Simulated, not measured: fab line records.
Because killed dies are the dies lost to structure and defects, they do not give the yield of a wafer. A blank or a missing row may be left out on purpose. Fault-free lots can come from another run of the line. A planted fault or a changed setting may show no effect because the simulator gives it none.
Split-lot experiment ; flow n5_finfet ; 7 lots, 21 wafers read, on a route of 1938 steps

## ABOUT THE SPLIT
At N5_BEOL_M9_ETCH_66 (etches SOC in N2/H2, target depth 80 nm, overetch 16 nm, time 120 s), the setting bias_w was moved away from the recipe's 150 W on 9 of the 21 wafers read, by -17.9% to +7.6%. All remaining wafers had this setting at the recipe value.

The split's own step is where the reading is taken.

## THE READING
rf_vpp_V, in V, at N5_BEOL_M9_ETCH_66 (etches SOC in N2/H2, target depth 80 nm, overetch 16 nm, time 120 s). Typical for fault-free wafers on this fab line: 523.2 V, with standard deviation 2.1 V.

wafer;tool, chamber at the split;bias_w as run, W;against the recipe;rf_vpp_V, V;against lot-mates on the recipe
L075.2;rie_diel-01, 0;139.9;-6.7%;500.9;no lot-mate on the recipe
L075.3;rie_diel-01, 2;139.9;-6.7%;500.1;no lot-mate on the recipe
L075.5;rie_diel-01, 3;139.9;-6.7%;500.1;no lot-mate on the recipe
L085.1;rie_diel-01, 2;150;recipe;523.6;-
L085.4;rie_diel-01, 1;150;recipe;520.0;-
L085.6;rie_diel-01, 0;150;recipe;523.7;-
L084.3;rie_diel-04, 3;161.4;+7.6%;545.5;+23.4
L084.5;rie_diel-04, 1;161.4;+7.6%;551.3;+29.2
L084.6;rie_diel-04, 2;150;recipe;522.1;-
L090.3;rie_diel-01, 0;150;recipe;522.4;-
L090.4;rie_diel-01, 1;150;recipe;519.0;-
L090.5;rie_diel-01, 0;150;recipe;523.6;-
L096.2;rie_diel-01, 1;123.1;-17.9%;458.5;-64.1
L096.3;rie_diel-01, 0;150;recipe;523.4;-
L096.5;rie_diel-01, 2;150;recipe;521.9;-
L093.3;rie_diel-03, 3;123.7;-17.5%;462.9;-61.4
L093.4;rie_diel-03, 1;150;recipe;524.3;-
L093.5;rie_diel-03, 0;123.7;-17.5%;464.3;-60.0
L092.1;rie_diel-04, 3;132.7;-11.5%;483.9;-41.1
L092.3;rie_diel-04, 0;150;recipe;524.8;-
L092.4;rie_diel-04, 1;150;recipe;525.2;-

THE FIT
A straight line over all 21 wafers: rf_vpp_V changes by +3.42 V for each +1% of bias_w; r = +1.00; the points scatter about the line by 1.9 V.
The same after taking each lot's own level away (the mean of its wafers on the recipe; 18 wafers): +3.5 V for each +1%; r = +1.00; scatter 1.6 V.
The reading moves by 63 V for the largest change in bias_w, on that fit.
Measured against the standard deviation above, the lots' own levels, which go from 521.67 to 525.00 V, span 1.6 times it.
The two slopes agree, so the slope changes little with the lot-to-lot level.
Check: for one of the wafers moved furthest among these (-17.9%), held out of the fit, the line's prediction against its lot-mates is -62.4 V. It came out at -64.1 V against them.
Tool readings at the split's step, against how far the setting was moved: rf_vpp_V r = +1.00.

## FURTHER SPLITS ON THESE WAFERS
Before the reading, these wafers also passed through other splits. Each is held against what the fit with the lots' levels taken away leaves over:
other split on the same wafers;wafers away from the commonest value;r with rf_vpp_V (lot level and that fit taken away)
N5_BEOL_M7_EXPOSE_25 dose_mj;9;+0.01
N5_BEOL_M7_DESCUM_33 time_s;2;-0.02
N5_BEOL_M8_EXPOSE_25 dose_mj;6;+0.26
N5_BEOL_M8_ETCH_65 source_w;8;+0.15
N5_BEOL_M9_EXPOSE_25 dose_mj;8;-0.05

## THE WHOLE CHAIN: every reading that the file lists as answering this split, in the file's order
step;what it does;reading;change (the file's fit);r (the file's)
N5_BEOL_M9_ETCH_66;etches SOC in N2/H2, target depth 80 nm, overetch 16 nm, time 120 s;rf_vpp_V;+3.52 V for each +1% of the setting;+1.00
N5_BEOL_M9_ETCH_66;etches SOC in N2/H2, target depth 80 nm, overetch 16 nm, time 120 s;SiARC_of_BEOL_M9_COAT_64.thk_nm (the simulator's own value, which no gauge read);-0.0793 nm for each +1% of the setting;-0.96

## THE FILE'S OWN FIT
rf_vpp_V changes by +3.52 V for each +1% of bias_w, r = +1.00.
